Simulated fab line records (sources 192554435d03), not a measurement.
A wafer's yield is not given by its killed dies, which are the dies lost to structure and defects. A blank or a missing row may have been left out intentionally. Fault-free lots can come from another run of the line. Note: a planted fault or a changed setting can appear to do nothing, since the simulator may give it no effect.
Chamber matching ; flow n5-finfet ; N5_BEOL_M12_DESCUM_33 on rie-diel-06 has 4 sister chambers
The step chemistry O2, time 7.9 s. 14 wafers are shown with their chamber, then 7 later ones without.

== WAFERS, EACH WITH ITS CHAMBER ==
wafer;chamber;drypump-motor-current-A (A);showerhead-plenum-p-Torr (Torr);throttle-valve-pct (%)
L076.3;0;6.4;2.20;19.92
L076.4;3;6.8;2.20;20.37
L076.6;1;5.7;2.14;20.51
L078.1;3;6.8;2.20;20.37
L078.3;1;5.7;2.14;20.53
L078.5;3;6.8;2.20;20.36
L080.1;3;6.8;2.20;20.39
L080.2;1;5.7;2.13;20.54
L080.4;0;6.4;2.19;19.93
L082.2;3;6.7;2.20;20.38
L082.4;2;5.1;1.99;20.69
L082.6;2;5.1;1.99;20.68
L084.3;1;5.7;2.13;20.56
L084.4;2;5.1;1.99;20.68

SIGNATURES (averages over the wafers above)
reading;chamber 0;chamber 1;chamber 2;chamber 3;scatter within a chamber
drypump-motor-current-A;6.400;5.700;5.100;6.780;0.0283
showerhead-plenum-p-Torr;2.1950;2.1350;1.9900;2.2000;0.00387
throttle-valve-pct;19.9250;20.5350;20.6833;20.3740;0.0139
Rule: a wafer's distance from a chamber is the root of the sum, over the readings, of the square of ((its reading less the chamber's mean) divided by the reading's scatter). If the next closest chamber is less than 2 further off than the closest, the wafer can't be placed; otherwise it belongs to the closest. The scatter is the square root of a quotient: the sum, over the shown wafers, of each reading's squared deviation from its chamber's mean, divided by wafers minus chambers.

== WAFERS WHOSE CHAMBER IS MISSING ==
wafer;drypump-motor-current-A (A);showerhead-plenum-p-Torr (Torr);throttle-valve-pct (%)
L084.5;5.1;1.99;20.68
L086.2;5.7;2.13;20.57
L086.3;6.8;2.19;20.40
L086.5;6.4;2.19;19.95
L090.3;5.7;2.13;20.59
L090.4;5.1;1.99;20.71
L090.5;5.1;1.99;20.73

== WHICH CHAMBER EACH ONE RAN IN ==
wafer;from the rows above;in truth
L084.5;2;2
L086.2;1;1
L086.3;3;3
L086.5;0;0
L090.3;1;1
L090.4;2;2
L090.5;2;2
Placed correctly: 7 of 7. Not placeable from these rows: 0. Wrongly placed: 0.
